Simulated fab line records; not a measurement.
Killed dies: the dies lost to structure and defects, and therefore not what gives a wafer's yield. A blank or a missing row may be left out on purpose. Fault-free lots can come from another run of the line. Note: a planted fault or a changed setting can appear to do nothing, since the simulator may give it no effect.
Matching of chambers	flow nand_harc	NHARC_A_STAIRCASE_ETCHBACK_422 on rie_diel-03 has 4 sister chambers
The step etches the open film in CH3F/O2, target depth 40 nm, time 74.286 s. 4 wafers are shown with their chamber, then 10 later ones without.

## WAFERS PAIRED WITH THEIR CHAMBERS
wafer	chamber	showerhead_plenum_p_Torr (Torr)
L084.2	0	2.45
L084.6	1	2.47
L086.1	2	2.54
L086.4	3	2.34

## WAFERS WHOSE CHAMBER IS MISSING
wafer	showerhead_plenum_p_Torr (Torr)
L086.5	2.46
L087.1	2.54
L087.2	2.44
L087.4	2.34
L092.1	2.34
L092.3	2.46
L092.4	2.54
L095.3	2.54
L095.5	2.44
L095.6	2.34

## WHICH CHAMBER EACH ONE RAN IN
wafer	from the rows above	in truth
L086.5	can't be placed: 0 or 1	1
L087.1	2	2
L087.2	0	0
L087.4	3	3
L092.1	3	3
L092.3	can't be placed: 0 or 1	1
L092.4	2	2
L095.3	2	2
L095.5	0	0
L095.6	3	3
Correct placement for 8 of the 10. These rows do not allow placing 2 (true chamber among the candidates in 2). 0 placed wrongly.
How it was worked out, from the rows above alone: a wafer's distance from a chamber is the root of the sum, over the readings, of the square of ((its reading less the chamber's mean) divided by the reading's scatter). If the next closest chamber is less than 2 further off than the closest, the wafer can't be placed; otherwise it belongs to the closest. For every chamber, the mean is computed from those of its wafers that are shown. The scatter: root of mean squared gap, hidden wafer to nearest shown wafer, with one shown wafer a chamber.
